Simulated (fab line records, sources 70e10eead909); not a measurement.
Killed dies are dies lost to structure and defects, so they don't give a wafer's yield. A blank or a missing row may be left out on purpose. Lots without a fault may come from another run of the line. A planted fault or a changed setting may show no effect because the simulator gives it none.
Chamber matching | flow nand_harc | NHARC_A_CHANNEL_FILL_D2_ETCHBACK_20 on rie_diel-04: 4 sister chambers
The step etches the open film in C4F8/O2/Ar, target depth 27 nm, time 13.5 s. 14 wafers are shown with their chamber, then 7 later ones without.

WAFERS WITH THEIR CHAMBER
wafer  | chamber | rf_vpp_V (V) | oes_product_au (a.u.)
L493.2 | 3       | 988          | 1.009
L493.5 | 0       | 971          | 0.992
L493.6 | 3       | 988          | 1.005
L494.1 | 0       | 972          | 1.009
L494.2 | 1       | 974          | 0.995
L494.5 | 2       | 975          | 0.996
L497.2 | 2       | 975          | 1.007
L497.4 | 0       | 972          | 1.009
L497.5 | 0       | 970          | 0.994
L502.2 | 3       | 986          | 1.006
L502.3 | 1       | 975          | 0.991
L502.6 | 1       | 976          | 0.985
L509.1 | 2       | 976          | 0.993
L509.2 | 3       | 987          | 0.997

SIGNATURES (means of the wafers above)
reading        | chamber 0 | chamber 1 | chamber 2 | chamber 3 | scatter within a chamber
rf_vpp_V       | 971.25    | 975.00    | 975.33    | 987.25    | 0.904
oes_product_au | 1.00100   | 0.99033   | 0.99867   | 1.00425   | 0.00704
Rule: a wafer's distance from a chamber is the root of the sum, over the readings, of the square of ((its reading less the chamber's mean) divided by the reading's scatter). The wafer belongs to the nearest chamber; if the next one is less than 2 further off, it can't be placed. The scatter: the root of (the sum of the squares of (reading less its chamber's mean) over the shown wafers, divided by (wafers less chambers)).

WAFERS WITHOUT THEIR CHAMBER
wafer  | rf_vpp_V (V) | oes_product_au (a.u.)
L509.3 | 975          | 0.989
L515.2 | 975          | 0.995
L515.5 | 971          | 1.000
L515.6 | 976          | 0.986
L514.1 | 975          | 0.998
L514.2 | 975          | 0.992
L514.6 | 972          | 1.000

WHICH CHAMBER EACH WENT THROUGH
wafer  | from the rows above     | in truth
L509.3 | can't be placed: 1 or 2 | 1
L515.2 | can't be placed: 2 or 1 | 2
L515.5 | 0                       | 0
L515.6 | can't be placed: 1 or 2 | 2
L514.1 | can't be placed: 2 or 1 | 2
L514.2 | can't be placed: 1 or 2 | 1
L514.6 | 0                       | 0
Placed correctly: 2 of 7. Can't be placed from these rows: 5 (the true chamber is among the candidates in 5). Placed wrongly: 0.
